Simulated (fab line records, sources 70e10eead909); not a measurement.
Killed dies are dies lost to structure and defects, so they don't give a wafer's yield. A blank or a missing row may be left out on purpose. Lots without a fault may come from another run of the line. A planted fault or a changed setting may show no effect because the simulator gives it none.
A struck lot beside a sound one | flow nand_harc | 14 steps out of a route of 1159
Sound: wafers L230.1, L230.3, L230.5. Struck: wafers L236.1, L236.5. (L236.6 of the same lot was not struck and is left out.) The cause comes at the end.
At each step with rows: each side's tool, then ch and its chambers, then its first start. Under that, the readings that differ: sound wafers | struck wafers | difference of the means | sigmas: that difference in standard deviations of wafers without a fault.
alike: readings whose means differ by less than 2 such deviations, and words and numbers that are the same on both sides. not compared: withheld readings, readings that some wafer has no value for, bounds like >300 that may hide the same value, and numbers for which the record gives no deviation and whose values overlap.
The two part at a step that has a row with sigmas, a row that says differs or no value, or rows on one side only. Numbers that don't overlap but have no deviation are shown without sigmas and don't part them. A reading that every wafer of one side lacks parts them only if that side has two wafers or more.

NHARC_A_STAIRCASE_DEP_156: deposits SiNx, target thk 50 nm.
  sound on pecvd-02 ch 0,2, day 11 00:13; struck on pecvd-04 ch 1,2, day 12 10:57
  alike: heater_power_w, rf_fwd_power_W
then, 9 steps without rows for these wafers: NHARC_A_STAIRCASE_DEHYDRATE_158 (time 120 s); NHARC_A_STAIRCASE_HMDS_159 (time 30 s); NHARC_A_STAIRCASE_COAT_160; NHARC_A_STAIRCASE_SOFTBAKE_161 (time 170 s); NHARC_A_STAIRCASE_EBR_162; NHARC_A_STAIRCASE_EXPOSE_163 (exposes mask STAIR OPEN); NHARC_A_STAIRCASE_PEB_164 (peb time 130 s); NHARC_A_STAIRCASE_DEVELOP_165 (time 140 s); NHARC_A_STAIRCASE_HARDBAKE_167 (time 140 s).
NHARC_A_STAIRCASE_DESCUM_168: chemistry O2, time 3 s.
  sound on rie_diel-03 ch 0,1,3, day 11 01:05; struck on rie_diel-03 ch 1,3, day 12 11:50
  alike: drypump_motor_current_A, mfc_ar_sccm, oes_product_au, rf_vpp_V, showerhead_plenum_p_Torr, throttle_valve_pct
  not compared: rf_hours_counter_h
NHARC_A_STAIRCASE_ETCH_169: etches the open film in CH3F/O2, target depth 50 nm, time 107.1 s.
  sound on rie_diel-03 ch 0,1,2, day 11 01:14; struck on rie_diel-03 ch 1, day 12 11:54
  reading          | sound             | struck      | difference | sigmas
  run_length_s (s) | 128.5 128.5 129.4 | 145.3 145.0 | +16.3      | +42
  alike: drypump_motor_current_A, mfc_ar_sccm, oes_product_au, rf_fwd_power_W, rf_vpp_V, showerhead_plenum_p_Torr, throttle_valve_pct
  not compared: rf_hours_counter_h
NHARC_A_STAIRCASE_ETCH_170: etches the open film in C4F6/O2, target depth 200 nm, time 66.667 s.
  sound on rie_diel-03 ch 1,2; struck on rie_diel-03 ch 0
  alike: drypump_motor_current_A, mfc_ar_sccm, oes_product_au, rf_fwd_power_W, rf_vpp_V, run_length_s, showerhead_plenum_p_Torr, throttle_valve_pct
  not compared: rf_hours_counter_h
-- the record jumps here: 9 days lie between the struck wafers' starts before and after (it left off in module A_STAIRCASE and takes up again in module END, whose first step shown is number 1159 of the route) --
NHARC_END_SORT_01:
  the record has rows for the struck wafers here (prober-01 ch 0, day 21 02:38) and none for the sound ones

WHERE THEY PART
First at NHARC_A_STAIRCASE_ETCH_169; last, within this record, at NHARC_END_SORT_01.

WHY: what the simulator had put in
Process parameter drift: rie_diel-03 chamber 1, from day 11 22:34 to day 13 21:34, at NHARC_A_STAIRCASE_ETCH_169. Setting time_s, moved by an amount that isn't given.
